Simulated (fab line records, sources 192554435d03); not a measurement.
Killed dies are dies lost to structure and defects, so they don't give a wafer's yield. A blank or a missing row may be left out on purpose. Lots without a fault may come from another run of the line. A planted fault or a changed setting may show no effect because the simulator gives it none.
fab line records | flow n5_finfet
record lots=7 wafers=39
route steps=1938 shown BEOL_M2@890 BEOL_M6@1251 BEOL_M10@1470
start_h: hours from the record's first day to the start of the lot's first wafer shown | wait_h: hours since the lot's step before | " the same as in the row above | L1.1+2: a row that stands for several wafers | - no value, or no start given | * or withheld: withheld | < > ~ a bound
route shown NAME@n: a module of which the file shows steps, and the number in the route of the first | usual: mean/standard deviation of fault-free wafers | same: alike in all rows | chamber/n: place in a boat | sites: the reading at each site | _std_site: their standard deviation | _edge_site: outer sites' mean less inner sites' | radius_mm: how far each site lies from the wafer's centre | mask NAME#n: copy n | behind: the tool/chamber that last shaped the wafer | hold: why the lot was held/for how many hours/how that ended | device: the transistor (n, p or np) that didn't switch | end of line: the same wafers' tests at the end of the route | a step without rows: its recipe alone | killed: dies lost to structure and defects at the first sort, not the wafer's yield | map: a wafer's dies, x killed, . not, _ none there
set.NAME: the setting as run; set.NAME@STEP: as run at that earlier step | model.NAME: the simulator's own value behind a step, which no gauge read
lots whose settings were changed on purpose; a table a step, a row a wafer
## steps
# step N5_BEOL_M2_TRENCH_ETCH_37
# recipe chemistry=C4F6/O2 target_depth_a=555.55 target=SiOC time_s=29.2 ion_energy_ev=250 pressure_mtorr=30 source_w=355 bias_w=185 Ar_flow_sccm=300 C4F6_flow_sccm=10 O2_flow_sccm=10
# columns lot.wafer tool chamber start_h wait_h set.target_depth_a model.BEOL_M2.feature_depth_nm model.etch.depth_nm model.TiN_of_BEOL_M2_HM_DEP_02.thk_nm
L075.1 rie_diel-01 3 - - 555.55 55.8 55.75 17.8
L075.2 " 2 " " 555.55 55.4 55.39 18
L075.3 " 1 " " 555.55 56.4 56.49 17.8
L075.4 " 0 " " 555.55 55.4 55.32 17.6
L075.5 " 3 " " 555.55 55 55.03 18
L075.6 " 2 " " 555.55 55.8 55.71 17.6
L078.1 rie_diel-01 2 - - 555.55 56 55.91 17.2
L078.3 " 0 " " 555.55 55.4 55.31 17.6
L078.4 " 3 " " 555.55 54.6 54.59 17.6
L082.1 rie_diel-01 2 - - 555.55 56 55.94 17.8
L082.2 " 3 " " 555.55 55 55.02 17.8
L082.3 " 1 " " 555.55 55.8 55.79 17.6
L082.4 " 0 " " 808 80.6 80.66 16.8
L082.5 " 1 " " 808 82.4 82.39 16.8
L082.6 " 0 " " 808 79.6 79.67 16.8
L081.1 rie_diel-04 1 - - 555.55 55.2 55.18 17.8
L081.2 " 2 " " 555.55 56.6 56.62 17.8
L081.3 " 3 " " 555.55 55.2 55.2 17.6
L081.4 " 0 " " 555.55 55.4 55.34 17.8
L081.5 " 3 " " 555.55 55.6 55.59 17.8
L081.6 " 0 " " 555.55 54.6 54.61 17.8
L087.1 rie_diel-02 2 - - 757 76 75.98 16.8
L087.2 " 1 " " 757 75.8 75.87 16.6
L087.3 " 3 " " 555.55 55.8 55.73 17.6
L087.4 " 1 " " 555.55 55.8 55.8 17.4
L087.5 " 2 " " 555.55 55.8 55.76 17.6
L087.6 " 3 " " 757 75.8 75.83 16.8
L096.1 rie_diel-04 0 - - 555.55 54.6 54.61 17.4
L096.2 " 2 " " 555.55 56.6 56.55 17.6
L096.3 " 3 " " 555.55 54.8 54.88 17.4
L096.4 " 0 " " 555.55 54.8 54.75 17.6
L096.5 " 3 " " 555.55 55 55.05 17.4
L096.6 " 2 " " 555.55 56.2 56.18 17.4
L097.1 rie_diel-01 0 - - 745 73.8 73.71 17.2
L097.2 " 1 " " 555.55 56 56.06 18.2
L097.3 " 2 " " 555.55 55.6 55.56 17.8
L097.4 " 3 " " 745 74 74.05 17
L097.5 " 3 " " 555.55 55.2 55.19 18
L097.6 " 2 " " 745 74.4 74.34 16.6
# step N5_BEOL_M2_ETCH_41
# recipe chemistry=CH3F/O2 target=SiCN target_depth_a=299 taper_deg=2 time_s=52.5 ion_energy_ev=120 mask_material=TiN pressure_mtorr=30 source_w=395 bias_w=75 Ar_flow_sccm=150 CH3F_flow_sccm=30 O2_flow_sccm=20
# step N5_BEOL_M2_STRIP_97
# recipe chemistry=N2/H2 time_s=10 power_w=450 temp_c=40 pressure_mtorr=20 rf_frequency_hz=6e+07 bias_power_w=7 n2_flow_sccm=200 h2_flow_sccm=200
# step N5_BEOL_M2_OCD_MEAS_38
# usual trench_depth_nm=55.5/0.78
# columns lot.wafer tool chamber start_h wait_h set.target_depth_a@BEOL_M2_TRENCH_ETCH_37 trench_depth_nm
L075.1 ocd-01 - 141.34 - 555.55 56.2
L075.2 " - " " 555.55 55.3
L075.3 " - " " 555.55 56.4
L075.4 " - " " 555.55 55.2
L075.5 " - " " 555.55 54.3
L075.6 " - " " 555.55 56.1
L078.1 ocd-01 - 181.95 - 555.55 56.0
L078.3 " - " " 555.55 54.9
L078.4 " - " " 555.55 54.0
L082.1 ocd-02 - 186.75 - 555.55 56.0
L082.2 " - " " 555.55 55.0
L082.3 " - " " 555.55 56.2
L082.4 " - " " 808 80.3
L082.5 " - " " 808 81.9
L082.6 " - " " 808 80.1
L081.1 ocd-01 - 187.19 - 555.55 54.9
L081.2 " - " " 555.55 56.7
L081.3 " - " " 555.55 55.1
L081.4 " - " " 555.55 55.4
L081.5 " - " " 555.55 56.0
L081.6 " - " " 555.55 54.6
L087.1 ocd-01 - 216.82 - 757 75.8
L087.2 " - " " 757 75.6
L087.3 " - " " 555.55 55.6
L087.4 " - " " 555.55 56.0
L087.5 " - " " 555.55 56.1
L087.6 " - " " 757 76.3
L096.1 ocd-01 - 272.84 - 555.55 54.8
L096.2 " - " " 555.55 56.7
L096.3 " - " " 555.55 55.0
L096.4 " - " " 555.55 54.7
L096.5 " - " " 555.55 54.9
L096.6 " - " " 555.55 56.2
L097.1 ocd-02 - 278.44 - 745 73.0
L097.2 " - " " 555.55 56.2
L097.3 " - " " 555.55 56.0
L097.4 " - " " 745 74.4
L097.5 " - " " 555.55 55.4
L097.6 " - " " 745 74.8
# step N5_BEOL_M2_HM_STRIP_39
# recipe chemistry=peroxide_tin_strip material=TiN target_depth_a=250 temp_c=50 time_s=158
# step N5_BEOL_M2_SRD_40
# recipe time_s=30 temp_c=23 rinse_liquid=diw dry=ipa_marangoni
# step N5_BEOL_M2_ECD_50
# recipe material=Cu target_thk_a=3000
# step N5_BEOL_M2_ANNEAL_51
# recipe temp_c=225 time_s=90 ambient=N2
# step N5_BEOL_M2_CMP_52
# recipe stop_on=SiOC t_overpolish_s=6.8 down_force_psi=1 platen_rpm=50 clearing_platen_down_force_psi=1.5 clearing_platen_rpm=50 post_cmp_clean=cu_alkaline target_thk_nm=40 clearing_platen_pad_velocity_m_s=0.99484 pad_velocity_m_s=0.99484
# columns lot.wafer tool chamber start_h wait_h set.target_depth_a@BEOL_M2_TRENCH_ETCH_37 model.Cu_of_BEOL_M2_ECD_50.thk_nm
L075.3 cmp-02 3 145.35 0.2 555.55 38.8
L075.2 " 0 " " 555.55 38.4
L075.1 " 1 " " 555.55 39.6
L075.4 " 2 " " 555.55 38
L075.6 " 3 " " 555.55 38.2
L075.5 " 0 " " 555.55 39.4
L078.3 cmp-03 0 185.58 0.2 555.55 39.8
L078.1 " 1 " " 555.55 42.2
L078.4 " 3 " " 555.55 41
L082.2 cmp-03 2 190.43 0.4 555.55 38.2
L082.1 " 3 " " 555.55 41.2
L082.4 " 0 " " 808 64.4
L082.3 " 1 " " 555.55 41.6
L082.5 " 2 " " 808 67
L082.6 " 3 " " 808 64.8
L081.1+2 cmp-02 2,3 191.14 0.3 555.55 41.8
L081.3 " 0 " " 555.55 42.4
L081.4 " 1 " " 555.55 41
L081.6 " 2 " " 555.55 39.6
L081.5 " 3 " " 555.55 39.8
L087.2 cmp-03 0 221.95 0.2 757 60
L087.3 " 1 " " 555.55 42.6
L087.4 " 2 " " 555.55 41
L087.1 " 3 " " 757 62.6
L087.5 " 0 " " 555.55 39.2
L087.6 " 1 " " 757 62.2
L096.2 cmp-04 1 276.74 0.2 555.55 40.2
L096.4+5 " 2 " " 555.55 38.2
L096.3 " 3 " " 555.55 38.8
L096.1 " 0 " " 555.55 38.4
L096.6 " 1 " " 555.55 41.2
L097.1 cmp-03 2 283.50 0.3 745 58.6
L097.3+5 " 3,2 " " 555.55 40.2
L097.2 " 0 " " 555.55 39.6
L097.4 " 1 " " 745 61
L097.6 " 3 " " 745 60.2
# step N5_BEOL_M2_THK_MEAS_53
# recipe thk_meas_gauge=xrf reads=Cu_of_BEOL_M2_ECD_50
# usual M2_THK=40.7/1.5
# columns lot.wafer tool chamber start_h wait_h set.target_depth_a@BEOL_M2_TRENCH_ETCH_37 M2_THK[nm]
L075.1 film_metro-02 - 145.65 - 555.55 39.8
L075.2 " - " " 555.55 38.7
L075.3 " - " " 555.55 39.1
L075.4 " - " " 555.55 38.3
L075.5 " - " " 555.55 39.8
L075.6 " - " " 555.55 38.6
L078.1 film_metro-02 - 185.87 - 555.55 42.5
L078.3 " - " " 555.55 40.0
L078.4 " - " " 555.55 41.5
L082.1 film_metro-02 - 190.72 - 555.55 41.8
L082.2 " - " " 555.55 38.6
L082.3 " - " " 555.55 41.9
L082.4 " - " " 808 65.4
L082.5 " - " " 808 67.7
L082.6 " - " " 808 65.8
L081.1 film_metro-02 - 191.44 - 555.55 41.9
L081.2 " - " " 555.55 42.0
L081.3 " - " " 555.55 42.5
L081.4 " - " " 555.55 41.3
L081.5 " - " " 555.55 40.0
L081.6 " - " " 555.55 40.0
L087.1 film_metro-02 - 222.25 - 757 62.7
L087.2 " - " " 757 60.1
L087.3 " - " " 555.55 42.8
L087.4 " - " " 555.55 41.2
L087.5 " - " " 555.55 39.4
L087.6 " - " " 757 62.5
L096.1 film_metro-01 - 277.04 - 555.55 38.9
L096.2 " - " " 555.55 40.6
L096.3 " - " " 555.55 39.5
L096.4 " - " " 555.55 38.6
L096.5 " - " " 555.55 38.6
L096.6 " - " " 555.55 41.7
L097.1 film_metro-02 - 283.80 - 745 58.5
L097.2 " - " " 555.55 39.7
L097.3 " - " " 555.55 40.6
L097.4 " - " " 745 61.4
L097.5 " - " " 555.55 40.5
L097.6 " - " " 745 60.3
# step N5_BEOL_M2_PRE_CLEAN_60
# recipe gas=NH3/H2 time_s=15 temp_c=* rf_power_w=300
# step N5_BEOL_M2_CO_CAP_55
# recipe material=Co target_thk_a=20 temp_c=200 precursor=CCTBA/H2 pressure_torr=30 time_s=102.1
# step N5_BEOL_M2_PRE_CLEAN_56
# recipe gas=NH3 time_s=15 temp_c=withheld rf_power_w=300
# step N5_BEOL_M2_DEP_57
# recipe material=SiCN target_thk_a=80 temp_c=withheld precursor=3MS/NH3 pressure_torr=3 rf_w=202 time_s=14
# step N5_BEOL_M2_RS_MEAS_58
# recipe thk_meas_gauge=four-point-probe reads=Co_of_BEOL_M2_CO_CAP_55+Cu_of_BEOL_M2_ECD_50+Co_of_BEOL_M2_CVD_47+TaN_of_BEOL_M2_ALD_84
# usual M2_RS=0.66/0.032
# columns lot.wafer tool chamber start_h wait_h set.target_depth_a@BEOL_M2_TRENCH_ETCH_37 M2_RS[ohm/sq]
L075.1 film_metro-02 - 146.14 0.0 555.55 0.68
L075.2 " - " " 555.55 0.70
L075.3 " - " " 555.55 0.70
L075.4 " - " " 555.55 0.71
L075.5 " - " " 555.55 0.68
L075.6 " - " " 555.55 0.71
L078.1 film_metro-01 - 186.14 0.0 555.55 0.62
L078.3 " - " " 555.55 0.67
L078.4 " - " " 555.55 0.65
L082.1 film_metro-02 - 190.98 0.0 555.55 0.64
L082.2 " - " " 555.55 0.71
L082.3 " - " " 555.55 0.64
L082.4 " - " " 808 0.37
L082.5 " - " " 808 0.35
L082.6 " - " " 808 0.37
L081.1 film_metro-02 - 191.70 0.0 555.55 0.63
L081.2 " - " " 555.55 0.63
L081.3 " - " " 555.55 0.62
L081.4 " - " " 555.55 0.65
L081.5 " - " " 555.55 0.67
L081.6 " - " " 555.55 0.67
L087.1 film_metro-02 - 222.51 0.0 757 0.38
L087.2 " - " " 757 0.40
L087.3 " - " " 555.55 0.62
L087.4 " - " " 555.55 0.65
L087.5 " - " " 555.55 0.69
L087.6 " - " " 757 0.39
L096.1 film_metro-02 - 277.30 0.0 555.55 0.70
L096.2 " - " " 555.55 0.67
L096.3 " - " " 555.55 0.69
L096.4 " - " " 555.55 0.71
L096.5 " - " " 555.55 0.71
L096.6 " - " " 555.55 0.64
L097.1 film_metro-02 - 284.06 0.0 745 0.41
L097.2 " - " " 555.55 0.68
L097.3 " - " " 555.55 0.66
L097.4 " - " " 745 0.39
L097.5 " - " " 555.55 0.66
L097.6 " - " " 745 0.40
# step N5_BEOL_M6_ALD_77
# recipe material=TaN target_thk_a=20 temp_c=275 ald_precursor_family=PDMAT ald_co_reactant=NH3 pressure_torr=3 carrier_flow_sccm=1500 pulse_time_s=2 purge_time_s=3 co_reactant_purge_time_s=2 co_reactant_pulse_time_s=3 ald_cycles=40 precursor_vessel_temp_c=75 precursor_vessel_pressure_torr=26.25 precursor_vessel_carrier_sccm=1000
# columns lot.wafer tool chamber start_h wait_h set.ald_cycles model.TaN_of_BEOL_M6_ALD_77.thk_nm
L075.1+2+3+4+5+6 ald_metal-02 1,3,2,0,2,1 195.12 0.0 40 2
L078.1+3+4 ald_metal-02 3,2,1 236.51 0.2 40 2
L082.1+3+4 ald_metal-03 1,0,3 236.53 0.0 56 2.8
L082.2+5+6 " 2,1,0 " " 40 2
L081.1+3+4 ald_metal-02 1,3,2 242.15 0.2 24 1.2
L081.2+5+6 " 0,2,1 " " 40 2
L087.1+2+3+4+5+6 ald_metal-01 2,1,3,0,1,2 272.48 0.1 40 2
L096.1+2+3+4+5+6 ald_metal-02 2,0,1,0,1,2 327.53 0.0 40 2
L097.1+3+5 ald_metal-02 0,3,0 332.14 0.0 17 0.8
L097.2+4+6 " 2,1,1 " " 40 2
# step N5_BEOL_M10_ILD_DEP_00
# recipe material=SiCOH_lowk target_thk_a=3085.1 temp_c=300 precursor=DEMS/porogen pressure_torr=5 rf_w=500 time_s=58
# columns lot.wafer tool chamber start_h wait_h set.target_thk_a model.SiCOH_lowk_of_BEOL_M10_ILD_DEP_00.thk_nm
L075.1 pecvd-03 2 218.28 0.0 4302 428.4
L075.2 " 1 " " 3085.1 302.8
L075.3 " 0 " " 4302 425
L075.4 " 1 " " 4302 428.8
L075.5 " 0 " " 3085.1 312.4
L075.6 " 2 " " 3085.1 308.4
L078.1 pecvd-03 2 261.57 0.0 3085.1 314.8
L078.3 " 1 " " 3085.1 305.8
L078.4 " 1 " " 3085.1 308.8
L082.1 pecvd-03 2 266.84 0.0 1701 171
L082.2 " 0 " " 3085.1 307
L082.3 " 1 " " 1701 163.4
L082.4 " 2 " " 3085.1 311.6
L082.5 " 1 " " 3085.1 310.8
L082.6 " 0 " " 1701 168.6
L081.1 pecvd-02 1 269.39 0.0 4463 444.2
L081.2 " 2 " " 4463 438.2
L081.3 " 0 " " 3085.1 307.6
L081.4 " 0 " " 3085.1 313.8
L081.5 " 1 " " 3085.1 313.4
L081.6 " 2 " " 4463 449
L087.1 pecvd-03 0 296.93 0.0 3085.1 302.4
L087.2 " 2 " " 3085.1 303.4
L087.3 " 1 " " 3085.1 300.6
L087.4 " 2 " " 3768 376.2
L087.5 " 1 " " 3768 373.4
L087.6 " 0 " " 3768 377.8
L096.1 pecvd-03 1 353.77 0.0 3085.1 304
L096.2 " 0 " " 3085.1 299.6
L096.3 " 2 " " 1623 161.2
L096.4 " 2 " " 1623 160.8
L096.5 " 1 " " 3085.1 306.4
L096.6 " 0 " " 1623 156.4
L097.1 pecvd-01 0 365.23 0.0 3085.1 302.8
L097.2 " 1 " " 1998 193.8
L097.3 " 2 " " 1998 199.8
L097.4 " 0 " " 3085.1 306.8
L097.5 " 2 " " 3085.1 316.2
L097.6 " 1 " " 1998 195.6
# step N5_BEOL_M10_CURE_71
# recipe temp_c=385 time_s=240 ambient=He/Ar material=SiCOH_lowk
# columns lot.wafer tool chamber start_h wait_h set.target_thk_a@BEOL_M10_ILD_DEP_00 model.SiCOH_lowk_of_BEOL_M10_ILD_DEP_00.thk_nm
L075.1 uv_cure-03 0 218.36 0.0 4302 374.6
L075.2 " 0 " " 3085.1 263
L075.3 " 0 " " 4302 371.6
L075.4 " 0 " " 4302 375
L075.5 " 0 " " 3085.1 271.6
L075.6 " 0 " " 3085.1 268
L078.1 uv_cure-01 0 261.65 0.0 3085.1 273.6
L078.3 " 0 " " 3085.1 265.6
L078.4 " 0 " " 3085.1 268.2
L082.1 uv_cure-01 2 266.92 0.0 1701 147.4
L082.2 " 2 " " 3085.1 266.8
L082.3 " 2 " " 1701 140.8
L082.4 " 2 " " 3085.1 270.8
L082.5 " 2 " " 3085.1 270
L082.6 " 2 " " 1701 145.2
L081.1 uv_cure-02 0 269.47 0.0 4463 388.8
L081.2 " 0 " " 4463 383.4
L081.3 " 0 " " 3085.1 267.2
L081.4 " 0 " " 3085.1 272.6
L081.5 " 0 " " 3085.1 272.2
L081.6 " 0 " " 4463 393
L087.1 uv_cure-03 2 297.18 0.2 3085.1 262.6
L087.2 " 2 " " 3085.1 263.6
L087.3 " 2 " " 3085.1 261
L087.4 " 2 " " 3768 328
L087.5 " 2 " " 3768 325.6
L087.6 " 2 " " 3768 329.6
L096.1 uv_cure-02 2 353.84 0.0 3085.1 264
L096.2 " 2 " " 3085.1 260.2
L096.3 " 2 " " 1623 138.8
L096.4 " 2 " " 1623 138.6
L096.5 " 2 " " 3085.1 266.2
L096.6 " 2 " " 1623 134.6
L097.1 uv_cure-01 1 365.31 0.0 3085.1 262.8
L097.2 " 1 " " 1998 167.2
L097.3 " 1 " " 1998 172.4
L097.4 " 1 " " 3085.1 266.6
L097.5 " 1 " " 3085.1 274.8
L097.6 " 1 " " 1998 168.8
# step N5_BEOL_M10_THK_MEAS_01
# recipe reads=SiCOH_lowk_of_BEOL_M10_ILD_DEP_00
# usual M10_ILD_THK=268/3.3
# columns lot.wafer tool chamber start_h wait_h set.target_thk_a@BEOL_M10_ILD_DEP_00 M10_ILD_THK[nm]
L075.1 film_metro-01 - 218.87 0.4 4302 375
L075.2 " - " " 3085.1 263
L075.3 " - " " 4302 372
L075.4 " - " " 4302 375
L075.5 " - " " 3085.1 272
L075.6 " - " " 3085.1 268
L078.1 film_metro-02 - 262.17 0.4 3085.1 274
L078.3 " - " " 3085.1 266
L078.4 " - " " 3085.1 268
L082.1 film_metro-01 - 268.87 1.6 1701 147
L082.2 " - " " 3085.1 267
L082.3 " - " " 1701 141
L082.4 " - " " 3085.1 271
L082.5 " - " " 3085.1 270
L082.6 " - " " 1701 145
L081.1 film_metro-01 - 269.99 0.4 4463 389
L081.2 " - " " 4463 383
L081.3 " - " " 3085.1 267
L081.4 " - " " 3085.1 273
L081.5 " - " " 3085.1 272
L081.6 " - " " 4463 393
L087.1 film_metro-02 - 297.69 0.4 3085.1 262
L087.2 " - " " 3085.1 264
L087.3 " - " " 3085.1 261
L087.4 " - " " 3768 328
L087.5 " - " " 3768 325
L087.6 " - " " 3768 330
L096.1 film_metro-02 - 354.36 0.4 3085.1 264
L096.2 " - " " 3085.1 260
L096.3 " - " " 1623 139
L096.4 " - " " 1623 139
L096.5 " - " " 3085.1 266
L096.6 " - " " 1623 135
L097.1 film_metro-01 - 366.30 0.8 3085.1 263
L097.2 " - " " 1998 167
L097.3 " - " " 1998 172
L097.4 " - " " 3085.1 267
L097.5 " - " " 3085.1 275
L097.6 " - " " 1998 169
## key
split step=N5_BEOL_M2_TRENCH_ETCH_37 setting=target_depth_a stated=555.55 by=wafer
response step=N5_BEOL_M2_TRENCH_ETCH_37 reading=model.BEOL_M2.feature_depth_nm change=+0.552 per=1% r=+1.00
response step=N5_BEOL_M2_TRENCH_ETCH_37 reading=model.etch.depth_nm change=+0.552 per=1% r=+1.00
response step=N5_BEOL_M2_TRENCH_ETCH_37 reading=model.TiN_of_BEOL_M2_HM_DEP_02.thk_nm change=-0.0237 per=1% r=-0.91
response step=N5_BEOL_M2_OCD_MEAS_38 reading=trench_depth_nm change=+0.547 per=1% r=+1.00
response step=N5_BEOL_M2_CMP_52 reading=model.Cu_of_BEOL_M2_ECD_50.thk_nm change=+0.565 per=1% r=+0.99
response step=N5_BEOL_M2_THK_MEAS_53 reading=M2_THK change=+0.569 per=1% r=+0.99
response step=N5_BEOL_M2_RS_MEAS_58 reading=M2_RS change=-0.00707 per=1% r=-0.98
split step=N5_BEOL_M6_ALD_77 setting=ald_cycles stated=40 by=wafer
response step=N5_BEOL_M6_ALD_77 reading=model.TaN_of_BEOL_M6_ALD_77.thk_nm change=+0.0204 per=1% r=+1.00
split step=N5_BEOL_M10_ILD_DEP_00 setting=target_thk_a stated=3085.1 by=wafer
response step=N5_BEOL_M10_ILD_DEP_00 reading=model.SiCOH_lowk_of_BEOL_M10_ILD_DEP_00.thk_nm change=+3.08 per=1% r=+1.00
response step=N5_BEOL_M10_CURE_71 reading=model.SiCOH_lowk_of_BEOL_M10_ILD_DEP_00.thk_nm change=+2.72 per=1% r=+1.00
response step=N5_BEOL_M10_THK_MEAS_01 reading=M10_ILD_THK change=+2.72 per=1% r=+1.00
